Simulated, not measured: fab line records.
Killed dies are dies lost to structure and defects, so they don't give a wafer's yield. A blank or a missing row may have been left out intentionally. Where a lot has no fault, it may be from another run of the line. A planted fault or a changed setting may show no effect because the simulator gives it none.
Which tool is to blame? | flow nand harc | 12 lots, 36 wafers sampled, at 5 steps of a route of 1159

WHAT THE GAUGES READ, wafer by wafer
NHARC_END_SORT_01.
lot  | measured     | on        | defect limited yield (%) | killed at array | killed at other | killed at periphery | killed dies | killed open | killed short | sort_bin_2_pct (%) | sort_bin_3_pct (%) | sort_bin_4_pct (%) | sort n pass | sort rim yield pct (%) | sort yield pct (%)
L548 | day 20 22:55 | prober-01 | 94.8 96.3 93.8           | 32 21 36        | 0 0 0           | 3 4 6               | 35 25 42    | 3 3 8       | 0 4 4        | 0.7 1.3 2.4        | 0.59 0 0.15        | 3.8 2.4 3.7        | 642 652 635 | 93.4 93.4 91.5         | 94.8 96.3 93.8
L550 | day 20 17:33 | prober-01 | 96.5 97.5 96.3           | 21 16 19        | 1 0 1           | 2 1 5               | 24 17 25    | 5 2 4       | 2 0 0        | 1.5 1.3 1.3        | 0 0.15 0           | 2.1 1.0 2.4        | 653 660 652 | 97.2 97.2 89.6         | 96.5 97.5 96.3
L564 | day 24 22:31 | prober-02 | 95.1 0 93.4              | 31 40 40        | 0 1 0           | 2 636 5             | 33 677 45   | 4 1 8       | 1 3 1        | 1.3 96.0 1.8       | 0.44 0.15 0.15     | 3.1 3.8 4.7        | 644 0 632   | 97.2 0 95.3            | 95.1 0 93.4

TOOL THAT RAN EACH LOT (tool first, then ch and the chambers of the sampled wafers, then the start)
lot  | NHARC_P_BONDPAD_PVD_27       | NHARC_A_BONDPAD_DESCUM_11          | NHARC_A_BONDPAD_ANNEAL_28        | NHARC_THIN_TSV_ANNEAL_52
L542 | pvd sputter-01, day 6 01:21  | rie diel-09 ch 0,2,3, day 17 17:04 | rtp anneal-01 ch 0, day 17 18:57 | rtp anneal-02 ch 0, day 18 12:49
L543 | pvd sputter-02, day 6 23:34  | rie diel-09 ch 2,3, day 18 03:23   | rtp anneal-02 ch 0, day 18 05:07 | rtp anneal-02 ch 0, day 19 04:40
L544 | pvd sputter-03, day 6 23:54  | rie diel-08 ch 1,2, day 18 04:17   | rtp anneal-02 ch 0, day 18 06:08 | rtp anneal-01 ch 0, day 19 03:24
L545 | pvd sputter-01, day 7 10:14  | rie diel-08 ch 0,1,2, day 18 13:25 | rtp anneal-01 ch 0, day 18 15:19 | rtp anneal-01 ch 0, day 19 12:09
L546 | pvd sputter-03, day 7 14:21  | rie diel-08 ch 0,3, day 19 06:23   | rtp anneal-02 ch 0, day 19 08:13 | rtp anneal-02 ch 0, day 20 04:17
L548 | pvd sputter-03, day 7 19:31  | rie diel-07 ch 0,2,3, day 19 14:16 | rtp anneal-01 ch 0, day 19 16:08 | rtp anneal-01 ch 0, day 20 11:53
L549 | pvd sputter-03, day 8 04:44  | rie diel-09 ch 0,1,2, day 20 02:28 | rtp anneal-01 ch 0, day 20 04:10 | rtp anneal-02 ch 0, day 21 00:35
L550 | pvd sputter-03, day 8 06:01  | rie diel-09 ch 0,1, day 19 10:55   | rtp anneal-01 ch 0, day 19 12:48 | rtp anneal-02 ch 0, day 20 05:02
L552 | pvd sputter-01, day 8 20:35  | rie diel-07 ch 2,3, day 20 03:10   | rtp anneal-01 ch 0, day 20 05:14 | rtp anneal-02 ch 0, day 20 23:26
L554 | pvd sputter-03, day 9 13:03  | rie diel-09 ch 0,1,2, day 20 16:07 | rtp anneal-02 ch 0, day 20 17:49 | rtp anneal-01 ch 0, day 21 13:17
L556 | pvd sputter-01, day 10 07:55 | rie diel-08 ch 2,3, day 21 21:58   | rtp anneal-02 ch 0, day 21 23:44 | rtp anneal-02 ch 0, day 22 16:28
L564 | pvd sputter-03, day 11 19:52 | rie diel-09 ch 1,3, day 23 16:20   | rtp anneal-02 ch 0, day 23 18:18 | rtp anneal-02 ch 0, day 24 12:55
- NHARC_P_BONDPAD_PVD_27: deposits Cu, target thk 30 nm, time 20.49 s.
- NHARC_A_BONDPAD_DESCUM_11: chemistry O2, time 3 s.
- NHARC_A_BONDPAD_ANNEAL_28: time 90 s.
- NHARC_THIN_TSV_ANNEAL_52: time 90 s.

AS READ BY THE TOOLS THEMSELVES (means over the sampled wafers that have a number; for cases with no such wafer, the mark the record gives instead)
NHARC_P_BONDPAD_PVD_27.
lot  | tool           | throttle valve pct (%)
L542 | pvd sputter-01 | 29.8
L543 | pvd sputter-02 | 29.7
L544 | pvd sputter-03 | 30.2
L545 | pvd sputter-01 | 29.4
L546 | pvd sputter-03 | 30.4
L548 | pvd sputter-03 | 30.4
L549 | pvd sputter-03 | 30.6
L550 | pvd sputter-03 | 30.5
L552 | pvd sputter-01 | 29.3
L554 | pvd sputter-03 | 29.9
L556 | pvd sputter-01 | 30.1
L564 | pvd sputter-03 | 30.0

NHARC_A_BONDPAD_DESCUM_11.
lot  | tool        | drypump motor current A (A) | oes product au (a.u.) | rf vpp V (V) | showerhead plenum p Torr (Torr) | throttle valve pct (%)
L542 | rie diel-09 | 5.5                         | 0.996                 | 57.6         | 1.95                            | 11.303
L543 | rie diel-09 | 5.9                         | 0.983                 | 58.0         | 1.88                            | 11.300
L544 | rie diel-08 | 5.6                         | 0.999                 | 58.2         | 1.91                            | 11.306
L545 | rie diel-08 | 5.6                         | 0.985                 | 57.6         | 1.92                            | 11.307
L546 | rie diel-08 | 5.6                         | 0.997                 | 58.7         | 1.97                            | 11.307
L548 | rie diel-07 | 5.8                         | 0.988                 | 58.3         | 2.00                            | 11.319
L549 | rie diel-09 | 5.7                         | 1.008                 | 57.3         | 1.87                            | 11.313
L550 | rie diel-09 | 5.4                         | 1.005                 | 58.1         | 1.93                            | 11.311
L552 | rie diel-07 | 6.1                         | 0.992                 | 58.1         | 2.01                            | 11.309
L554 | rie diel-09 | 5.7                         | 1.012                 | 57.9         | 1.87                            | 11.307
L556 | rie diel-08 | 5.3                         | 1.012                 | 58.1         | 2.00                            | 11.315
L564 | rie diel-09 | 5.8                         | 0.992                 | 57.0         | 1.92                            | 11.318

NHARC_A_BONDPAD_ANNEAL_28.
lot  | tool          | wafer_temp_C_max
L542 | rtp anneal-01 | 226.4
L543 | rtp anneal-02 | 225.6
L544 | rtp anneal-02 | 225.6
L545 | rtp anneal-01 | 226.5
L546 | rtp anneal-02 | 225.7
L548 | rtp anneal-01 | 226.3
L549 | rtp anneal-01 | 226.4
L550 | rtp anneal-01 | 225.9
L552 | rtp anneal-01 | 225.9
L554 | rtp anneal-02 | 225.6
L556 | rtp anneal-02 | 225.5
L564 | rtp anneal-02 | 225.6

NHARC_THIN_TSV_ANNEAL_52.
lot  | tool          | wafer_temp_C_max
L542 | rtp anneal-02 | 225.7
L543 | rtp anneal-02 | 225.9
L544 | rtp anneal-01 | 226.3
L545 | rtp anneal-01 | 226.1
L546 | rtp anneal-02 | 225.6
L548 | rtp anneal-01 | 225.9
L549 | rtp anneal-02 | 225.8
L550 | rtp anneal-02 | 225.6
L552 | rtp anneal-02 | 225.8
L554 | rtp anneal-01 | 226.1
L556 | rtp anneal-02 | 225.8
L564 | rtp anneal-02 | 225.4

THE ANSWER, worked out from the rows above alone
Rule: the usual values come from the lots themselves. Put in order of their means at a reading, lots are off if they are a third of the lots or fewer, leave a main group of 4 or more, and stand apart from it by a gap of 3 or more times the standard deviation of the main group's means; of several such gaps the widest counts. The tables above print the reading to a certain number of digits; a main group whose means all agree to those digits is not used. A lot without any number at a reading at which 4 lots or more have one is off too. All remaining lots with rows at the step are treated as sound. After the gauges, taken in route order, come the tools' own readings; for these a lot's mean is taken, as printed above. At the first step where some lot is off, the reading lying furthest off is the one used; lots without a number count as furthest.
Across all readings shown, no lot is off: no conclusion can be drawn from this.

WHAT THE SIMULATOR PUT IN
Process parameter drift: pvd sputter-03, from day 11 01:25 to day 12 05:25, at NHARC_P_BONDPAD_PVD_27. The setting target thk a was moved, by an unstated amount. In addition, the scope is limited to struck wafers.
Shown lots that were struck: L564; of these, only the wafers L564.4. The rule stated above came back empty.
